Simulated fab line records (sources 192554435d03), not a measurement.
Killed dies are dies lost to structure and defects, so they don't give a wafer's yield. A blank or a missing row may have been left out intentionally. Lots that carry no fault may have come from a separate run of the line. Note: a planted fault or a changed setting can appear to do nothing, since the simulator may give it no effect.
fab line records | flow n5Finfet
record lots=4 wafers=12 lastDay=18
route steps=1938 shown BEOL_M9@1417
lots that met no fault: from a run of the same line without faults
startH: the number of hours between the record's first day and the start of the first shown wafer of the lot | waitH: time in hours since the lot's previous step | " same as the row above | L1.1+2: one row covering several wafers at once | - either no value or no given start | * or withheld: withheld | < > ~ a bound
route shown NAME@n: a module of which the file shows steps, and the number in the route of the first | usual: mean and standard deviation over wafers with no fault | same: alike in all rows | chamber/n: place in a boat | sites: each site's reading | _std_site: the standard deviation of these | _edge_site: the outer-site mean with the inner-site mean subtracted | radiusMm: for every site, how far away it sits from the centre of the wafer | mask NAME#n: copy n | behind: the last tool/chamber to shape the wafer | hold: what put the lot on hold/how long, in hours/how the hold closed | device: names the non-switching transistor (n, p or np) | end of line: the same wafers' tests at the end of the route | for a step that has no rows: nothing shown but its recipe | killed: not the wafer's yield, but the dies lost to structure and defects at the first sort | map: a wafer's dies, marking killed ones x, the rest . and places with no die _
set.NAME: the setting the step ran with; set.NAME@STEP: the setting that earlier step ran with | model.NAME: the simulator's own value behind a step, which no gauge read
lots seen at some steps along the route; tables by step, rows by wafer
services: the hour from which a tool's chamber was out of use, counted from the record's first day as startH (under 0 if before that day), plus the number of hours and why
## steps
# step N5_BEOL_M9_DESCUM_16
# recipe chemistry=O2 timeS=7.9 sourcePowerW=50 biasPowerW=20 pressureMtorr=20 rfFrequencyHz=2.712e+07 tempC=40 resist=CAR-ArF o2FlowSccm=225
# step N5_BEOL_M9_ETCH_61
# recipe chemistry=CF4 target=SiARC targetDepthA=390 maskMaterial=CAR-ArF timeS=65 ionEnergyEv=80 pressureMtorr=40 sourceW=545 biasW=36 Ar_flow_sccm=100 cf4FlowSccm=100 ends=cleared
# step N5_BEOL_M9_ETCH_62
# recipe chemistry=N2/H2 target=SOC targetDepthA=1100 overetchA=220 maskMaterial=SiARC tempC=40 timeS=165 ionEnergyEv=200 pressureMtorr=30 sourceW=840 biasW=150 n2FlowSccm=200 h2FlowSccm=200
# step N5_BEOL_M9_STRIP_68
# recipe chemistry=N2/H2 tempC=40 n2FlowSccm=200 h2FlowSccm=200 rfFrequencyHz=6e+07
# step N5_BEOL_M9_STRIP_67
# recipe chemistry=CF4 resist=SiARC powerW=300 biasPowerW=75 pressureMtorr=50 cf4FlowSccm=150 rfFrequencyHz=6e+07
# step N5_BEOL_M9_HM_OPEN_17
# recipe chemistry=Cl2/BCl3 targetDepthA=200 overetchA=60 target=TiN maskMaterial=SOC ionEnergyEv=150 pressureMtorr=10 icpW=1000 biasW=126 Cl2_flow_sccm=53.25 bcl3FlowSccm=21.75 Ar_flow_sccm=25
# step N5_BEOL_M9_STRIP_19
# recipe chemistry=O2 powerW=400 tempC=40 pressureMtorr=30 rfFrequencyHz=6e+07 biasPowerW=0 overashFraction=0.2 o2FlowSccm=225
# step N5_BEOL_M9_COAT_63
# recipe resist=SOC tempC=250 timeS=60 spinRpm=1500 resistThkNm=60
# step N5_BEOL_M9_COAT_64
# recipe resist=SiARC tempC=220 timeS=60 spinRpm=1500 resistThkNm=12
# step N5_BEOL_M9_COAT_75
# recipe resist=underlayer tempC=205 timeS=60 spinRpm=1500 resistThkNm=5
# usual spinSpeedRpm=1500.1/1
# columns lot.wafer tool chamber startH waitH spinSpeedRpm
L515.1 lithoTrack-01 0 239.10 - 1500.0
L515.2 " 0 " " 1499.5
L515.3 " 0 " " 1498.8
L531.2 lithoTrack-01 0 328.36 - 1433.2
L531.5 " 0 " " 1433.5
L531.6 " 0 " " 1432.6
L532.2 lithoTrack-01 0 337.22 - 1434.5
L532.3 " 0 " " 1432.5
L532.4 " 0 " " 1433.3
L535.3 lithoTrack-04 0 358.02 - 1500.3
L535.5 " 0 " " 1500.8
L535.6 " 0 " " 1499.5
# step N5_BEOL_M9_COAT_22
# recipe resist=CAR-EUV spinRpm=1500 resistThkNm=30
# step N5_BEOL_M9_EBR_24
# recipe solvent=PGMEA ebrWidthMm=1.5
# step N5_BEOL_M9_SOFTBAKE_23
# recipe tempC=110 timeS=60 resist=CAR-EUV
# step N5_BEOL_M9_EXPOSE_25
# recipe maskId=V8 na=0.33 sourceShape=annular sigmaInner=0.4 sigmaOuter=0.8 polarization=unpolarized doseMj=37.25
# step N5_BEOL_M9_PEB_26
# recipe pebTempC=100 pebTimeS=60 resist=CAR-EUV
# step N5_BEOL_M9_DEVELOP_27
# recipe developTimeS=30 developer=TMAH resist=CAR-EUV rinseLiquid=surfactantRinse dry=airSpin devTempC=23
# step N5_BEOL_M9_DESCUM_33
# recipe chemistry=O2 timeS=7 sourcePowerW=50 biasPowerW=20 pressureMtorr=20 rfFrequencyHz=2.712e+07 tempC=40 resist=CAR-EUV o2FlowSccm=225
# step N5_BEOL_M9_ETCH_76
# recipe chemistry=N2/H2 target=underlayer targetDepthA=65 maskMaterial=CAR-EUV timeS=5.2 ionEnergyEv=200 pressureMtorr=30 sourceW=840 biasW=150 n2FlowSccm=200 h2FlowSccm=200 ends=cleared
# usual drypumpMotorCurrentA=5.8/0.34 etchRfOnTimeS=5.15/0.078 oesProductAu=0.69/0.077 rfFwdPowerW=819.3/2.6 rfVppV=524.1/2.1 showerheadPlenumPTorr=2.55/0.06 throttleValvePct=17.87/0.29
# columns lot.wafer tool chamber startH waitH drypumpMotorCurrentA etchRfOnTimeS oesProductAu rfFwdPowerW rfHoursCounterH rfVppV showerheadPlenumPTorr throttleValvePct model.etch.depthNm
L515.1 rieDiel-04 3 239.66 0.0 5.5 5.10 0.66 820.4 130 524.8 2.55 17.83 4.993
L515.2 " 0 " " 6.3 5.22 0.77 811.2 17 522.5 2.50 17.95 5.001
L515.3 " 2 " " 5.6 5.15 0.68 820.3 121 523.3 2.45 18.00 4.994
L531.2 rieDiel-03 0 328.99 0.0 5.6 5.21 0.71 819.2 91 521.5 2.46 17.35 5.077
L531.5 " 3 " " 6.3 5.29 0.61 816.1 - 523.5 2.62 17.81 5.069
L531.6 " 2 " " 6.3 5.17 0.73 820.7 - 521.1 2.46 17.70 5.087
L532.2 rieDiel-06 2 337.76 0.0 5.2 5.32 0.65 820.9 130 525.3 2.55 18.14 5.121
L532.3 " 3 " " 5.8 5.22 0.72 816.0 55 524.5 2.58 17.52 5.109
L532.4 " 0 " " 5.8 5.20 0.76 820.9 28 526.6 2.60 17.53 5.114
L535.3 rieDiel-04 2 358.56 0.0 5.6 5.14 0.65 822.8 156 519.7 2.44 18.06 4.999
L535.5 " 1 " " 5.6 4.99 0.85 817.0 - 527.2 2.60 17.68 5.008
L535.6 " 2 " " 5.6 5.10 0.67 820.5 - 519.8 2.44 18.07 4.984
# step N5_BEOL_M9_ETCH_65
# recipe chemistry=CF4 target=SiARC targetDepthA=156 maskMaterial=CAR-EUV timeS=26 ionEnergyEv=80 pressureMtorr=40 sourceW=545 biasW=36 Ar_flow_sccm=100 cf4FlowSccm=100 ends=cleared
## services
# columns tool chamber startH hours kind
rieDiel-06 0 255.87 - clean
rieDiel-06 0 255.87 - consumableReplace:focusRing
rieDiel-06 0 255.87 11.8 scheduledDown
rieDiel-06 0 255.87 11.8 ventCycle
rieDiel-03 0 268.67 3.8 repair
rieDiel-04 0 271.49 3.0 repair
rieDiel-04 0 283.51 6.1 repair
rieDiel-06 1 286.23 - clean
rieDiel-06 1 286.23 - consumableReplace:focusRing
rieDiel-06 1 286.23 25.2 scheduledDown
rieDiel-06 1 286.23 25.2 ventCycle
rieDiel-04 2 291.59 9.0 repair
rieDiel-04 1 299.71 3.5 repair
rieDiel-04 1 303.62 - clean
rieDiel-04 1 303.62 - consumableReplace:focusRing
rieDiel-04 1 303.62 33.7 scheduledDown
rieDiel-04 1 303.62 33.7 ventCycle
rieDiel-04 3 313.50 3.9 repair
rieDiel-04 2 319.23 6.4 repair
lithoTrack-01 - 328.35 - consumableReplace:filter
## key
firstSign step=N5_BEOL_M9_COAT_75 reading=spinSpeedRpm direction=down sigmas=66 usual=* struck=*
effect none on later readings
modelEffect step=N5_BEOL_M9_ETCH_76 value=etch.depthNm without=4.982 struck=5.096
metAt N5_BEOL_M9_COAT_75
struckWafers L531.2,L531.5,L531.6,L532.2,L532.3,L532.4
onsetBetween 239.10 328.36
fault kind=processParameterDrift tool=lithoTrack-01 chamber=- onsetH=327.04 steps=N5_BEOL_M9_COAT_75 channel=spinRpm offset=* shape=step endH=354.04 actsIn=* stated=*
